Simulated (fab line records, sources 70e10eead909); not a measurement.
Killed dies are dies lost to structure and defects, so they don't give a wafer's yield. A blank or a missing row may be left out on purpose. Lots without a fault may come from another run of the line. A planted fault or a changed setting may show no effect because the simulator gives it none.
Which tool did it? | flow nand_harc | 24 lots, 72 wafers sampled, at 6 steps of a route of 1159

WHAT THE GAUGES READ, wafer by wafer
The record holds no reading of a measuring or inspecting step that can be judged against a usual standard deviation.

WHICH TOOL RAN EACH LOT (tool, then ch and the chambers of the sampled wafers, then the start)
lot  | NHARC_A_CONTACT_ETCH_134             | NHARC_A_CONTACT_ETCH_139             | NHARC_A_CONTACT_CMP_20        | NHARC_A_BLC_ETCH_18                           | NHARC_A_M1_STRIP_18                | NHARC_A_BONDPAD_ETCH_34
L074 | har_cap_etch-03 ch 1, day 16 23:40   | har_cap_etch-03 ch 1, day 17 00:22   | cmp-01 ch 0,1,3, day 17 13:03 | rie_diel-08 ch 1,2, day 18 10:29 or earlier   | rie_diel-10 ch 0,1,2, day 18 10:29 | rie_diel-12 ch 0,1,2, day 18 14:46
L076 | har_cap_etch-03 ch 0,1, day 18 05:30 | har_cap_etch-03 ch 0,1, day 18 06:11 | cmp-01 ch 1,2,3, day 18 09:19 | rie_diel-11 ch 0,1, day 18 19:24 or earlier   | rie_diel-10 ch 1,2, day 18 19:24   | rie_diel-03 ch 0,1,3, day 19 00:04
L078 | har_cap_etch-03 ch 0,1, day 18 10:49 | har_cap_etch-03 ch 0,1, day 18 11:30 | cmp-04 ch 0,2,3, day 18 14:16 | rie_diel-01 ch 0,2,3, day 19 01:46 or earlier | rie_diel-02 ch 0,3, day 19 01:46   | rie_diel-03 ch 0,1,3, day 19 06:14
L075 | har_cap_etch-03 ch 0,1, day 18 13:55 | har_cap_etch-03 ch 0,1, day 18 14:37 | cmp-03 ch 1,2,3, day 18 19:26 | rie_diel-01 ch 0,1, day 19 05:17 or earlier   | rie_diel-04 ch 1,3, day 19 05:17   | rie_diel-03 ch 1,2,3, day 19 09:37
L077 | har_cap_etch-03 ch 0,1, day 18 20:52 | har_cap_etch-03 ch 0,1, day 18 21:34 | cmp-01 ch 1,2,3, day 19 00:16 | rie_diel-11 ch 1,2,3, day 19 17:43 or earlier | rie_diel-02 ch 1,2,3, day 19 17:43 | rie_diel-03 ch 0,1, day 19 22:03
L081 | har_cap_etch-01 ch 0,1, day 18 21:16 | har_cap_etch-01 ch 0,1, day 18 21:58 | cmp-01 ch 0,3, day 19 01:35   | rie_diel-01 ch 0,2,3, day 19 18:01 or earlier | rie_diel-10 ch 0,1,3, day 19 18:01 | rie_diel-12 ch 0,1,3, day 19 22:31
L080 | har_cap_etch-01 ch 0,1, day 19 04:12 | har_cap_etch-01 ch 0,1, day 19 04:54 | cmp-01 ch 1,3, day 19 15:50   | rie_diel-01 ch 2,3, day 20 04:14 or earlier   | rie_diel-04 ch 0,3, day 20 04:14   | rie_diel-03 ch 0,2,3, day 20 09:10
L082 | har_cap_etch-01 ch 0, day 19 06:47   | har_cap_etch-01 ch 0, day 19 07:29   | cmp-01 ch 0,2, day 19 17:17   | rie_diel-01 ch 0,1,3, day 20 05:07 or earlier | rie_diel-04 ch 1,3, day 20 05:07   | rie_diel-12 ch 0,1,2, day 20 09:43
L079 | har_cap_etch-03 ch 0,1, day 19 10:35 | har_cap_etch-03 ch 0,1, day 19 11:17 | cmp-01 ch 1,2, day 19 20:01   | rie_diel-11 ch 0,1,3, day 20 08:11 or earlier | rie_diel-02 ch 0,1,2, day 20 08:11 | rie_diel-03 ch 0,1,3, day 20 12:41
L084 | har_cap_etch-02 ch 0,1, day 19 14:52 | har_cap_etch-02 ch 0,1, day 19 15:33 | cmp-01 ch 0,1,3, day 19 21:49 | rie_diel-11 ch 0,1,3, day 20 09:02 or earlier | rie_diel-02 ch 0,2, day 20 09:02   | rie_diel-12 ch 0,1,3, day 20 13:46
L083 | har_cap_etch-03 ch 0,1, day 19 18:07 | har_cap_etch-03 ch 0,1, day 19 18:49 | cmp-04 ch 1,2,3, day 19 23:42 | rie_diel-01 ch 0,2,3, day 20 10:23 or earlier | rie_diel-02 ch 0,2,3, day 20 10:23 | rie_diel-03 ch 0,1, day 20 14:52
L086 | har_cap_etch-03 ch 0, day 19 21:19   | har_cap_etch-03 ch 0, day 19 22:00   | cmp-01 ch 1,2,3, day 20 03:10 | rie_diel-01 ch 0,2, day 20 18:29 or earlier   | rie_diel-02 ch 2,3, day 20 18:29   | rie_diel-03 ch 1,2,3, day 20 22:55
L085 | har_cap_etch-01 ch 0, day 20 01:30   | har_cap_etch-01 ch 0, day 20 02:12   | cmp-04 ch 1,2,3, day 20 05:05 | rie_diel-11 ch 0,3, day 20 18:53 or earlier   | rie_diel-10 ch 0,1,3, day 20 18:53 | rie_diel-03 ch 2,3, day 20 23:34
L087 | har_cap_etch-03 ch 0,1, day 20 02:59 | har_cap_etch-03 ch 0,1, day 20 03:41 | cmp-04 ch 0,3, day 20 06:38   | rie_diel-11 ch 1,2,3, day 20 21:43 or earlier | rie_diel-10 ch 0,1,2, day 20 21:43 | rie_diel-03 ch 0,3, day 21 02:15
L089 | har_cap_etch-03 ch 0,1, day 20 15:37 | har_cap_etch-03 ch 0,1, day 20 16:19 | cmp-03 ch 1,2,3, day 20 23:53 | rie_diel-11 ch 0,1, day 21 18:49 or earlier   | rie_diel-04 ch 0,1,3, day 21 18:49 | rie_diel-12 ch 1,2, day 21 23:38
L091 | har_cap_etch-02 ch 0,1, day 21 10:49 | har_cap_etch-02 ch 0,1, day 21 11:31 | cmp-01 ch 1,2,3, day 21 17:08 | rie_diel-11 ch 0,1, day 22 02:41 or earlier   | rie_diel-04 ch 0,2,3, day 22 02:41 | rie_diel-03 ch 0,1, day 22 07:07
L093 | har_cap_etch-01 ch 0,1, day 21 12:07 | har_cap_etch-01 ch 0,1, day 21 12:49 | cmp-01 ch 0,3, day 21 18:20   | rie_diel-11 ch 0,1, day 22 05:46 or earlier   | rie_diel-04 ch 0,1,3, day 22 05:46 | rie_diel-03 ch 1,2, day 22 10:01
L088 | har_cap_etch-03 ch 0,1, day 21 14:06 | har_cap_etch-03 ch 0,1, day 21 14:48 | cmp-03 ch 1,2, day 21 19:22   | rie_diel-11 ch 0,1,3, day 22 06:23 or earlier | rie_diel-04 ch 0,1, day 22 06:23   | rie_diel-03 ch 0,1,2, day 22 10:53
L090 | har_cap_etch-02 ch 0,1, day 21 18:49 | har_cap_etch-02 ch 0,1, day 21 19:31 | cmp-04 ch 0,1,2, day 21 22:13 | rie_diel-11 ch 1,2,3, day 22 10:11 or earlier | rie_diel-10 ch 1,2,3, day 22 10:11 | rie_diel-03 ch 0,2,3, day 22 14:29
L092 | har_cap_etch-01 ch 0,1, day 21 19:58 | har_cap_etch-01 ch 0,1, day 21 20:39 | cmp-03 ch 0,1,2, day 21 23:58 | rie_diel-11 ch 1,2, day 22 12:03 or earlier   | rie_diel-04 ch 0,1,2, day 22 12:03 | rie_diel-03 ch 0,1,2, day 22 16:31
L096 | har_cap_etch-03 ch 1, day 22 00:35   | har_cap_etch-03 ch 1, day 22 01:17   | cmp-01 ch 0,1,3, day 22 05:06 | rie_diel-11 ch 1,2, day 22 17:47 or earlier   | rie_diel-10 ch 0,1,2, day 22 17:47 | rie_diel-03 ch 0,2,3, day 22 22:22
L094 | har_cap_etch-01 ch 0,1, day 22 00:50 | har_cap_etch-01 ch 0,1, day 22 01:32 | cmp-03 ch 0,1,3, day 22 05:53 | rie_diel-08 ch 0,2, day 22 19:28 or earlier   | rie_diel-10 ch 0,2, day 22 19:28   | rie_diel-03 ch 0,2,3, day 23 00:10
L095 | har_cap_etch-02 ch 0,1, day 22 05:17 | har_cap_etch-02 ch 0,1, day 22 05:59 | cmp-01 ch 0,2, day 22 12:32   | rie_diel-01 ch 0,2, day 23 00:30 or earlier   | rie_diel-04 ch 1,2,3, day 23 00:30 | rie_diel-03 ch 1,2, day 23 04:55
L097 | har_cap_etch-02 ch 0,1, day 23 02:01 | har_cap_etch-02 ch 0,1, day 23 02:43 | cmp-04 ch 0,1,3, day 23 05:34 | rie_diel-11 ch 0,1,3, day 23 16:06 or earlier | rie_diel-10 ch 0,1,2, day 23 16:06 | rie_diel-03 ch 0,1,2, day 23 20:25
- NHARC_A_CONTACT_ETCH_134: etches the open film in C4F8/O2/Ar, time 140 s, target depth 700 nm.
- NHARC_A_CONTACT_ETCH_139: etches the open film in C4F8/O2/Ar, time 137 s, target depth 590 nm.
- NHARC_A_CONTACT_CMP_20: polishes, t overpolish 30 s, target thk 300 nm.
- NHARC_A_BLC_ETCH_18: etches the open film in C4F8/O2/Ar, target depth 910 nm.
- NHARC_A_M1_STRIP_18: strips in N2/H2.
- NHARC_A_BONDPAD_ETCH_34: etches the open film in N2/H2, target depth 60 nm, overetch 18 nm, time 65.91 s.

WHAT THE TOOLS THEMSELVES READ (means of the sampled wafers that have a number; where no wafer has one, the mark that the record gives instead)
NHARC_A_CONTACT_CMP_20. Usual: motor_current_A 12.3 A, standard deviation 0.95; overpolish_run_s 29.999 s, standard deviation 0.0083; slurry_flow_ml_min 150.1, standard deviation 0.46; time_to_endpoint_s 59 s, standard deviation 3.4.
lot  | tool   | motor_current_A (A) | overpolish_run_s (s) | slurry_flow_ml_min | time_to_endpoint_s (s) | flag
L074 | cmp-01 | 12.5                | 30.002               | 150.7              | 62                     |
L076 | cmp-01 | 13.0                | 29.999               | 150.3              | 62                     |
L078 | cmp-04 | 12.3                | 29.992               | 150.1              | 64                     |
L075 | cmp-03 | 11.8                | 30.002               | 150.4              | 63                     |
L077 | cmp-01 | 12.6                | 30.002               | 150.1              | 58                     |
L081 | cmp-01 | 11.8                | 30.006               | 149.8              | 60                     |
L080 | cmp-01 | 13.4                | 29.997               | 150.2              | 56                     |
L082 | cmp-01 | 12.1                | 29.989               | 149.7              | 58                     |
L079 | cmp-01 | 13.4                | 29.995               | 149.8              | 57                     |
L084 | cmp-01 | 12.3                | 29.999               | 150.4              | 58                     |
L083 | cmp-04 | 12.0                | 30.005               | 150.2              | 57                     |
L086 | cmp-01 | 13.1                | 30.002               | 149.7              | 60                     |
L085 | cmp-04 | 11.9                | 30.002               | 150.0              | 58                     |
L087 | cmp-04 | 12.2                | 29.989               | 150.4              | 59                     |
L089 | cmp-03 | 11.8                | 29.997               | 150.1              | 63                     |
L091 | cmp-01 | 13.0                | 30.001               | 149.8              | 58                     |
L093 | cmp-01 | 11.9                | 29.994               | 149.7              | 62                     |
L088 | cmp-03 | 12.3                | 29.999               | 150.1              | 59                     |
L090 | cmp-04 | 12.2                | 29.997               | 149.8              | 59                     |
L092 | cmp-03 | 11.7                | 30.004               | 149.8              | 60                     |
L096 | cmp-01 | 12.9                | 30.000               | 149.7              | 58                     |
L094 | cmp-03 | 11.1                | 29.996               | 149.9              | 58                     |
L095 | cmp-01 | 12.3                | 30.000               | 150.2              | 66                     |
L097 | cmp-04 | 11.9                | 30.007               | 150.6              | 61                     |

NHARC_A_BLC_ETCH_18. Usual: oes_product_au 0.949 a.u., standard deviation 0.023; rf_vpp_V 976 V, standard deviation 7.3.
lot  | tool        | oes_product_au (a.u.) | rf_vpp_V (V) | flag
L074 | rie_diel-08 | 0.961                 | 972          |
L076 | rie_diel-11 | 0.974                 | 969          |
L078 | rie_diel-01 | 0.944                 | 975          |
L075 | rie_diel-01 | 0.936                 | 973          |
L077 | rie_diel-11 | 0.962                 | 981          |
L081 | rie_diel-01 | 0.922                 | 976          |
L080 | rie_diel-01 | 0.969                 | 973          |
L082 | rie_diel-01 | 0.940                 | 975          |
L079 | rie_diel-11 | 0.962                 | 976          |
L084 | rie_diel-11 | 0.934                 | 976          |
L083 | rie_diel-01 | 0.924                 | 975          |
L086 | rie_diel-01 | 0.922                 | 973          |
L085 | rie_diel-11 | 0.968                 | 976          |
L087 | rie_diel-11 | 0.927                 | 980          |
L089 | rie_diel-11 | 0.960                 | 971          |
L091 | rie_diel-11 | 0.927                 | 970          |
L093 | rie_diel-11 | 0.975                 | 970          |
L088 | rie_diel-11 | 0.926                 | 975          |
L090 | rie_diel-11 | 0.967                 | 980          |
L092 | rie_diel-11 | 0.917                 | 980          |
L096 | rie_diel-11 | 0.956                 | 974          |
L094 | rie_diel-08 | 0.967                 | 975          |
L095 | rie_diel-01 | 0.974                 | 971          |
L097 | rie_diel-11 | 0.978                 | 975          |

NHARC_A_M1_STRIP_18. Usual: drypump_motor_current_A 5.8 A, standard deviation 0.37; mfc_ar_sccm 0.012 sccm, standard deviation 0.016; oes_product_au 0.998 a.u., standard deviation 0.0082; rf_vpp_V 90.6 V, standard deviation 0.89; showerhead_plenum_p_Torr 2.03 Torr, standard deviation 0.073; throttle_valve_pct 14.170 %, standard deviation 0.0098.
lot  | tool        | drypump_motor_current_A (A) | mfc_ar_sccm (sccm) | oes_product_au (a.u.) | rf_vpp_V (V) | showerhead_plenum_p_Torr (Torr) | throttle_valve_pct (%) | flag
L074 | rie_diel-10 | 5.7                         | 0.020              | 0.996                 | 89.4         | 2.01                            | 14.167                 |
L076 | rie_diel-10 | 5.5                         | 0.015              | 1.003                 | 90.3         | 1.96                            | 14.172                 |
L078 | rie_diel-02 | 5.8                         | 0.039              | 1.002                 | 91.0         | 2.06                            | 14.169                 |
L075 | rie_diel-04 | 5.7                         | 0.000              | 0.992                 | 90.5         | 2.09                            | 14.178                 |
L077 | rie_diel-02 | 6.0                         | 0.022              | 1.002                 | 90.6         | 2.03                            | 14.178                 |
L081 | rie_diel-10 | 5.8                         | 0.020              | 0.995                 | 90.8         | 2.00                            | 14.172                 |
L080 | rie_diel-04 | 6.0                         | 0.000              | 0.989                 | 90.2         | 2.04                            | 14.171                 |
L082 | rie_diel-04 | 5.6                         | 0.000              | 0.990                 | 91.2         | 2.09                            | 14.162                 |
L079 | rie_diel-02 | 6.0                         | 0.022              | 0.993                 | 90.8         | 2.09                            | 14.176                 |
L084 | rie_diel-02 | 5.9                         | 0.029              | 0.998                 | 90.8         | 2.14                            | 14.173                 |
L083 | rie_diel-02 | 5.9                         | 0.034              | 0.996                 | 90.8         | 2.07                            | 14.170                 |
L086 | rie_diel-02 | 6.0                         | 0.029              | 0.995                 | 90.4         | 2.08                            | 14.171                 |
L085 | rie_diel-10 | 5.8                         | 0.020              | 0.996                 | 90.5         | 2.00                            | 14.172                 |
L087 | rie_diel-10 | 5.7                         | 0.020              | 1.002                 | 90.9         | 2.00                            | 14.173                 |
L089 | rie_diel-04 | 5.9                         | 0.000              | 0.984                 | 90.8         | 2.07                            | 14.170                 |
L091 | rie_diel-04 | 5.6                         | 0.000              | 0.998                 | 90.7         | 2.00                            | 14.174                 |
L093 | rie_diel-04 | 5.8                         | 0.000              | 1.000                 | 91.3         | 2.07                            | 14.166                 |
L088 | rie_diel-04 | 6.1                         | 0.000              | 1.000                 | 90.5         | 2.09                            | 14.173                 |
L090 | rie_diel-10 | 5.8                         | 0.007              | 1.010                 | 89.8         | 1.97                            | 14.164                 |
L092 | rie_diel-04 | 5.8                         | 0.000              | 0.996                 | 90.6         | 2.02                            | 14.167                 |
L096 | rie_diel-10 | 5.7                         | 0.020              | 0.996                 | 90.0         | 2.00                            | 14.165                 |
L094 | rie_diel-10 | 5.8                         | 0.013              | 1.006                 | 90.1         | 2.02                            | 14.165                 |
L095 | rie_diel-04 | 5.4                         | 0.000              | 0.993                 | 90.9         | 2.02                            | 14.173                 |
L097 | rie_diel-10 | 5.7                         | 0.020              | 0.999                 | 92.1         | 2.00                            | 14.170                 |

NHARC_A_BONDPAD_ETCH_34. Usual: drypump_motor_current_A 5.62 A, standard deviation 0.29; mfc_ar_sccm 0.005 sccm, standard deviation 0.0081; oes_product_au 1.000 a.u., standard deviation 0.0072; rf_vpp_V 432.0 V, standard deviation 2.4; showerhead_plenum_p_Torr 2.09 Torr, standard deviation 0.085; throttle_valve_pct 14.172 %, standard deviation 0.0089.
lot  | tool        | drypump_motor_current_A (A) | mfc_ar_sccm (sccm) | oes_product_au (a.u.) | rf_vpp_V (V) | showerhead_plenum_p_Torr (Torr) | throttle_valve_pct (%) | flag
L074 | rie_diel-12 | 5.94                        | 0.016              | 1.008                 | 433.0        | 2.10                            | 14.170                 |
L076 | rie_diel-03 | 5.54                        | 0.005              | 0.997                 | 431.2        | 2.06                            | 14.165                 |
L078 | rie_diel-03 | 5.54                        | 0.005              | 0.996                 | 430.4        | 2.06                            | 14.178                 |
L075 | rie_diel-03 | 5.55                        | 0.005              | 1.003                 | 432.0        | 2.09                            | 14.166                 |
L077 | rie_diel-03 | 5.36                        | 0.009              | 0.997                 | 429.2        | 1.98                            | 14.175                 |
L081 | rie_diel-12 | 5.60                        | 0.016              | 0.998                 | 431.7        | 2.08                            | 14.171                 |
L080 | rie_diel-03 | 5.67                        | 0.000              | 1.001                 | 432.9        | 2.13                            | 14.170                 |
L082 | rie_diel-12 | 5.97                        | 0.016              | 1.008                 | 432.2        | 2.10                            | 14.181                 |
L079 | rie_diel-03 | 5.53                        | 0.005              | 1.003                 | 431.9        | 2.06                            | 14.171                 |
L084 | rie_diel-12 | 5.61                        | 0.016              | 1.003                 | 431.0        | 2.08                            | 14.168                 |
L083 | rie_diel-03 | 5.49                        | 0.005              | 0.992                 | 431.1        | 2.03                            | 14.174                 |
L086 | rie_diel-03 | 5.55                        | 0.005              | 0.994                 | 430.9        | 2.09                            | 14.171                 |
L085 | rie_diel-03 | 5.67                        | 0.000              | 1.007                 | 434.5        | 2.16                            | 14.167                 |
L087 | rie_diel-03 | 5.71                        | 0.000              | 1.006                 | 433.0        | 2.13                            | 14.176                 |
L089 | rie_diel-12 | 6.23                        | 0.015              | 1.004                 | 432.6        | 2.12                            | 14.169                 |
L091 | rie_diel-03 | 5.35                        | 0.009              | 0.994                 | 429.9        | 1.98                            | 14.174                 |
L093 | rie_diel-03 | 5.51                        | 0.005              | 1.004                 | 431.2        | 2.09                            | 14.172                 |
L088 | rie_diel-03 | 5.49                        | 0.005              | 0.997                 | 431.6        | 2.06                            | 14.173                 |
L090 | rie_diel-03 | 5.66                        | 0.000              | 0.995                 | 433.5        | 2.13                            | 14.171                 |
L092 | rie_diel-03 | 5.49                        | 0.005              | 0.998                 | 431.2        | 2.06                            | 14.172                 |
L096 | rie_diel-03 | 5.67                        | 0.000              | 1.002                 | 432.7        | 2.13                            | 14.175                 |
L094 | rie_diel-03 | 5.67                        | 0.000              | 1.001                 | 432.6        | 2.13                            | 14.172                 |
L095 | rie_diel-03 | 5.51                        | 0.005              | 0.996                 | 431.2        | 2.09                            | 14.167                 |
L097 | rie_diel-03 | 5.48                        | 0.005              | 0.998                 | 430.6        | 2.06                            | 14.168                 |

THE ANSWER, worked out from the rows above alone
Rule: a lot is off if the mean of its wafers that have a number lies more than 3 standard deviations from the usual mean. A lot without any number at a reading at which 4 lots or more have one is off too. The other lots that the step has rows for count as sound. The gauges are gone through in route order, then the tools' own readings, and for those a lot's mean is taken as printed above. The first step at which some lot is off is used, and at that step the reading that is off furthest; a lot without a number counts as furthest.
No lot is off at any reading shown: from this, nothing can be told.

WHAT THE SIMULATOR HAD PUT IN
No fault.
